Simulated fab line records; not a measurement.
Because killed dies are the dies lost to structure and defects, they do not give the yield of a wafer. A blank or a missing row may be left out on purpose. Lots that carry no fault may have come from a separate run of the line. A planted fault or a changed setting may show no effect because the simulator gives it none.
Chamber matching | flow n5Finfet | rieSi-06 running N5_DUMMY_GATE_ETCH_23: 4 sister chambers
The step etches poly-Si in HBr/Cl2/O2, target depth 41 nm, time 22.3 s. 16 wafers are shown with their chamber, then 8 later ones without.

## WAFERS PAIRED WITH THEIR CHAMBERS
wafer  | chamber | throttleValvePct (%) | heBacksideLeakSccm (sccm) | oesProductAu (a.u.)
L076.3 | 2       | 37.8                 | 2.52                      | 0.983
L076.4 | 2       | 37.8                 | 2.43                      | 0.981
L076.6 | 0       | 37.9                 | 2.91                      | 1.016
L078.1 | 3       | 37.2                 | 2.85                      | 0.992
L078.2 | 1       | 37.0                 | 2.56                      | 1.038
L078.5 | 3       | 37.2                 | 2.79                      | 0.990
L080.4 | 1       | 37.0                 | 2.53                      | 1.026
L080.5 | 2       | 37.8                 | 2.50                      | 0.979
L080.6 | 1       | 37.1                 | 2.53                      | 1.028
L082.3 | 0       | 37.9                 | 2.93                      | 1.017
L082.4 | 2       | 37.7                 | 2.36                      | 0.974
L082.6 | 1       | 37.1                 | 2.49                      | 1.050
L085.3 | 3       | 37.2                 | 2.64                      | 0.998
L085.5 | 0       | 37.9                 | 2.92                      | 1.009
L085.6 | 3       | 37.2                 | 2.81                      | 0.995
L091.1 | 2       | 37.8                 | 2.42                      | 0.977

SIGNATURES (means of the wafers above)
reading            | chamber 0 | chamber 1 | chamber 2 | chamber 3 | scatter within a chamber
throttleValvePct   | 37.900    | 37.050    | 37.780    | 37.200    | 0.0387
heBacksideLeakSccm | 2.9200    | 2.5275    | 2.4460    | 2.7725    | 0.061
oesProductAu       | 1.01400   | 1.03550   | 0.97880   | 0.99375   | 0.00637
Rule: for a wafer and a chamber, the distance is found by dividing, reading by reading, the gap between the wafer's reading and the chamber's mean by the reading's scatter, squaring, summing and taking the root. If the next closest chamber is less than 2 further off than the closest, the wafer can't be placed; otherwise it belongs to the closest. How the scatter is found: for the shown wafers, subtract from each reading the mean of its chamber, square and add these, divide the total by (wafers less chambers), then take the root.

## WAFERS WITHOUT THEIR CHAMBER
wafer  | throttleValvePct (%) | heBacksideLeakSccm (sccm) | oesProductAu (a.u.)
L091.4 | 37.2                 | 2.75                      | 0.996
L091.5 | 37.7                 | 2.36                      | 0.979
L096.3 | 37.2                 | 2.79                      | 0.985
L096.4 | 37.9                 | 3.05                      | 1.011
L096.5 | 37.2                 | 2.80                      | 0.990
L097.2 | 37.9                 | 2.91                      | 0.999
L097.4 | 37.8                 | 2.44                      | 0.992
L097.5 | 37.9                 | 2.95                      | 1.000

## WHICH CHAMBER EACH ONE RAN IN
wafer  | from the rows above | in truth
L091.4 | 3                   | 3
L091.5 | 2                   | 2
L096.3 | 3                   | 3
L096.4 | 0                   | 0
L096.5 | 3                   | 3
L097.2 | 0                   | 0
L097.4 | 2                   | 2
L097.5 | 0                   | 0
Correctly placed: 8 of 8. From these rows, 0 cannot be placed. Number placed wrongly: 0.
